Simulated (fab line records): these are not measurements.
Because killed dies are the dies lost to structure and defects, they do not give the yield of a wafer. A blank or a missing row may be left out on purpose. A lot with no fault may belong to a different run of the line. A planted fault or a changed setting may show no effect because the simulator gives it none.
A lot that was struck, set against a sound lot + flow nand harc + 14 steps out of a route of 1159
Sound: wafers L406.3, L406.4, L406.5. Struck: wafer L418.6. (L418.2, L418.4 of the same lot were not struck and are left out.) The cause comes at the end.
At each step with rows: each side's tool, then ch and its chambers, then its first start. Under that, the readings that differ: sound wafers + struck wafers + difference of the means + sigmas: that difference in standard deviations of wafers without a fault.
alike: same words and numbers on both sides, and readings whose means sit less than 2 such deviations apart. not compared: any withheld reading, any reading some wafer has no value for, any bound like >300 that may hide the same value, and any number with overlapping values for which the record gives no deviation.
Wherever a step has rows on one side only, a row that says differs or no value, or a row with sigmas, the two part there. Numbers that have no deviation but don't overlap get no sigmas and don't part them. Lack of a reading on every wafer of one side parts them only where that side has two or more wafers.

NHARC_A_BLC_PVD_32: deposits Ti, target thk 5 nm, time 17.7 s.
  sound on pvd sputter-02; struck on pvd sputter-01
  alike: throttle valve pct
NHARC_A_BLC_ALD_23: deposits TiN, target thk 3 nm, pulse time 1 s, ald cycles 150.
  sound on ald metal-01 ch 2,3, day 18 07:40; struck on ald metal-02 ch 2, day 21 00:52
  alike: heater power w, precursor pulse height rel
NHARC_A_BLC_CVD_24: deposits W, target thk 150 nm, time 434 s.
  sound on cvd w-01 ch 0,1; struck on cvd w-02 ch 1
  alike: heater power w, mfc ar sccm, throttle valve pct
NHARC_A_BLC_CMP_25: polishes, t overpolish 30 s, target thk 150 nm.
  sound on cmp-02 ch 0,2, day 18 11:32; struck on cmp-04 ch 2, day 21 08:25
  alike: motor current A, overpolish run s, time to endpoint s
next, for these wafers, 1 step has no rows: NHARC_A_BLC_SRD_27.
NHARC_A_BLC_INSPECT_28:
  sound on defect inspect-02 at day 18 11:57; struck on defect inspect-02 at day 21 08:47
  alike: raw defect count
then, 5 steps without rows for these wafers: NHARC_A_M0_DEP_00 (deposits SiOC, target thk 150 nm); NHARC_A_M0_DEHYDRATE_01 (time 120 s); NHARC_A_M0_HMDS_02 (time 30 s); NHARC_A_M0_COAT_33 (time 65 s); NHARC_A_M0_COAT_03 (resist thk 90 nm).
NHARC_A_M0_SOFTBAKE_04: time 55 s.
  sound on litho track-06 ch 0, day 18 12:00; struck on litho track-06 ch 0, day 21 09:00
| reading                  | sound                | struck | difference | sigmas      |
|--------------------------|----------------------|--------|------------|-------------|
| heater power total W (W) | 188.36 188.66 188.30 | 323.62 | +135.18    | +99 or more |
next, for these wafers, 1 step has no rows: NHARC_A_M0_EBR_05.
NHARC_END_SORT_01:
  sound on prober-01 ch 0, day 20 06:48; struck on prober-01 ch 0, day 23 08:50
| reading         | sound | struck | difference | sigmas |
|-----------------|-------|--------|------------|--------|
| killed at other | 0 1 0 | 3      | +3         | +3     |
  alike: defect limited yield, killed at array, killed at periphery, killed dies, killed open, killed short, sort_bin_2_pct, sort_bin_3_pct, sort_bin_4_pct, sort n pass, sort rim yield pct, sort yield pct

WHERE THEY PART
At NHARC_A_M0_SOFTBAKE_04 first; at NHARC_END_SORT_01 last (within this record only).

WHY: what the simulator had put in
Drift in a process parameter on litho track-06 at NHARC_A_M0_SOFTBAKE_04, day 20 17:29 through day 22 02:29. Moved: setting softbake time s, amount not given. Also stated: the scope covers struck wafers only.
